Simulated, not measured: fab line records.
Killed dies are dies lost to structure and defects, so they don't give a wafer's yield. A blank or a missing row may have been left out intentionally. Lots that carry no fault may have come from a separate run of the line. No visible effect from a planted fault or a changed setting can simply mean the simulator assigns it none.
Matching of chambers | flow nand_harc | 3 sister chambers for NHARC_A_CONTACT_DEP_58 on pecvd-03
The step deposits SiON, target thk 90 nm. 6 wafers are shown with their chamber, then 7 later ones without.

== WAFERS PAIRED WITH THEIR CHAMBERS ==
wafer  | chamber | heater_power_outer_w (W) | heater_power_w (W)
L145.2 | 0       | 395                      | 624
L149.2 | 2       | 324                      | 610
L149.4 | 2       | 324                      | 603
L149.6 | 1       | 432                      | 675
L153.1 | 0       | 395                      | 637
L153.2 | 1       | 408                      | 660

== WAFERS WITH NO CHAMBER GIVEN ==
wafer  | heater_power_outer_w (W) | heater_power_w (W)
L153.4 | 422                      | 661
L159.2 | 285                      | 558
L159.4 | 404                      | 643
L159.5 | 417                      | 668
L157.1 | 360                      | 676
L157.3 | 381                      | 616
L157.5 | 377                      | 659

== CHAMBER TAKEN BY EACH ==
wafer  | from the rows above     | in truth
L153.4 | 1                       | 1
L159.2 | 2                       | 2
L159.4 | can't be placed: 0 or 1 | 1
L159.5 | 1                       | 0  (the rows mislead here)
L157.1 | can't be placed: 1 or 0 | 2
L157.3 | 0                       | 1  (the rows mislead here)
L157.5 | can't be placed: 0 or 1 | 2
Correctly placed: 2 of 7. Can't be placed from these rows: 3 (the true chamber is among the candidates in 1). Number placed wrongly: 2.
How it was worked out, from the rows above alone: a wafer's distance from a chamber is the root of the sum, over the readings, of the square of ((its reading less the chamber's mean) divided by the reading's scatter). If the next closest chamber is less than 2 further off than the closest, the wafer can't be placed; otherwise it belongs to the closest. For every chamber, the mean is computed from those of its wafers that are shown. The scatter is the square root of a quotient: the sum, over the shown wafers, of each reading's squared deviation from its chamber's mean, divided by wafers minus chambers.
